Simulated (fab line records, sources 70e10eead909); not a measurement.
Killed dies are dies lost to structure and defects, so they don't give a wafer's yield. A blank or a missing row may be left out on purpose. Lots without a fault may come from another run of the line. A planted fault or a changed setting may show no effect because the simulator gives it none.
Which tool did it? | flow nand_harc | 7 lots, 21 wafers sampled, at 2 steps of a route of 1159

WHAT THE GAUGES READ, wafer by wafer
NHARC_A_ONON_D1_THK_MEAS_02: measures by ellipsometry.
lot  | measured     | on            | thk_nm (nm)
L908 | day 8 04:22  | film_metro-02 | 1006 1004 1005
L910 | day 8 13:53  | film_metro-01 | 1015 1015 1015
L913 | day 9 05:05  | film_metro-01 | 544 546 544
L920 | day 11 12:01 | film_metro-02 | 997 997 995
L925 | day 11 23:03 | film_metro-02 | 989 990 991
L927 | day 12 16:40 | film_metro-01 | 997 997 998
L929 | day 13 09:16 | film_metro-01 | 993 993 992

WHICH TOOL RAN EACH LOT (tool, then ch and the chambers of the sampled wafers, then the start)
lot  | NHARC_A_ONON_D1_DEP_00
L908 | pecvd_onon-03 ch 0, day 8 03:55
L910 | pecvd_onon-02 ch 0, day 8 13:30
L913 | pecvd_onon-02 ch 0, day 9 04:34
L920 | pecvd_onon-03 ch 0, day 11 11:34
L925 | pecvd_onon-03 ch 0, day 11 22:36
L927 | pecvd_onon-04 ch 0, day 12 16:16
L929 | pecvd_onon-03 ch 0, day 13 08:49
- NHARC_A_ONON_D1_DEP_00: target thk 1000 nm.

THE ANSWER, worked out from the rows above alone
Rule: what is usual is taken from the lots themselves. Put in order of their means at a reading, lots are off if they are a third of the lots or fewer, leave a main group of 4 or more, and stand apart from it by a gap of 3 or more times the standard deviation of the main group's means; of several such gaps the widest counts. A main group whose means are all the same, to the digits that the tables above print for the reading, isn't used. A lot without any number at a reading at which 4 lots or more have one is off too. The other lots that the step has rows for count as sound.
Off: L913, at NHARC_A_ONON_D1_THK_MEAS_02 (thk_nm). The main group: mean 999 nm, standard deviation 8.4.
A tool fits if, at a process step before that reading, it ran every lot that is off, and no sound lot after the first of them. The gauges at NHARC_A_ONON_D1_THK_MEAS_02 are tried like those tools. One fits: pecvd_onon-02 at NHARC_A_ONON_D1_DEP_00. Its last sound lot is L910 (day 8 13:30), its first lot that is off L913 (day 9 04:34): a fault that began between those two fits.

WHAT THE SIMULATOR HAD PUT IN
Process parameter drift: pecvd_onon-02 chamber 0, from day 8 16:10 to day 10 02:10, at NHARC_A_ONON_D1_DEP_00. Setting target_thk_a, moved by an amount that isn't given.
Lots struck among those shown: L913. The rule above found the same.
